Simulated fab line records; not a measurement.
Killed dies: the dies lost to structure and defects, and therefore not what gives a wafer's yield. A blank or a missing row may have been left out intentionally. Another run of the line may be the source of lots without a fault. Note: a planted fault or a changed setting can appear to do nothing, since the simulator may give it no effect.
2 desks, one fault | flow n5 finfet | each desk holds nothing but its own numbers, with what lay behind them at the end

== METROLOGY DESK ==
Means of the sampled wafers that have a number, per lot and without regard to the tool the lot ran on: this is what the gauges read. A lot is out of limits, marked OUT, if its mean lies more than 4 standard deviations from the usual mean; the brackets give that distance.
Columns: A = TV_OVL at N5_PASSIVATION_OVL_MEAS_60, usual -3 nm
lot  | first seen here | A
L419 | day 11 21:23    | -3
L420 | day 12 12:34    | 3
L421 | day 12 12:43    | -5
L422 | day 12 15:47    | -6
L423 | day 13 00:02    | -13
L424 | day 13 04:08    | 7
L427 | day 13 11:29    | -4
L437 | day 17 01:08    | 3
L436 | day 17 02:11    | -2
L438 | day 17 05:54    | -1
L439 | day 18 01:19    | -2
Result from this desk: across the 11 lots, nothing is out of limits.

== TOOL OWNER'S DESK, rie diel-01 ==
The tool's own readings at N5_BEOL_M11_ETCH_65 (etches SiARC in CF4, target depth 39 nm, time 65 s): means of the sampled wafers that have a number, for each lot that ran on this tool. A lot is out of limits, marked OUT, if its mean lies more than 4 standard deviations from the usual mean; the brackets give that distance.
Columns: A = drypump motor current A at N5_BEOL_M11_ETCH_65, usual 5.63 A; B = etch rf on time s at N5_BEOL_M11_ETCH_65, usual 64.9 s; C = oes product au at N5_BEOL_M11_ETCH_65, usual 0.65 a.u.; D = rf fwd power W at N5_BEOL_M11_ETCH_65, usual 539.0 W; E = rf vpp V at N5_BEOL_M11_ETCH_65, usual 183.3 V; F = showerhead plenum p Torr at N5_BEOL_M11_ETCH_65, usual 2.07 Torr; G = throttle valve pct at N5_BEOL_M11_ETCH_65, usual 15.54 %
lot  | first seen here | A    | B    | C    | D     | E     | F    | G
L419 | day 10 13:41    | 5.66 | 64.7 | 0.65 | 541.0 | 183.6 | 2.09 | 15.48
L421 | day 10 21:20    | 5.73 | 64.7 | 0.64 | 538.0 | 183.7 | 2.12 | 15.52
L422 | day 11 01:10    | 5.73 | 64.8 | 0.64 | 540.5 | 183.2 | 2.12 | 15.53
L424 | day 11 14:41    | 5.64 | 64.5 | 0.66 | 540.3 | 184.9 | 2.09 | 15.50
L427 | day 12 03:19    | 5.72 | 62.4 | 0.68 | 539.1 | 184.3 | 2.15 | 15.32
L439 | day 16 05:46    | 5.74 | 64.8 | 0.62 | 540.1 | 183.2 | 2.11 | 15.60
Result from this desk: across the 6 lots, nothing is out of limits.

== ALL TOGETHER ==
Metrology desk: nothing out of limits seen.
Nothing out of limits was seen by the tool owner's desk.

== WHAT HAD BEEN PUT IN BY THE SIMULATOR ==
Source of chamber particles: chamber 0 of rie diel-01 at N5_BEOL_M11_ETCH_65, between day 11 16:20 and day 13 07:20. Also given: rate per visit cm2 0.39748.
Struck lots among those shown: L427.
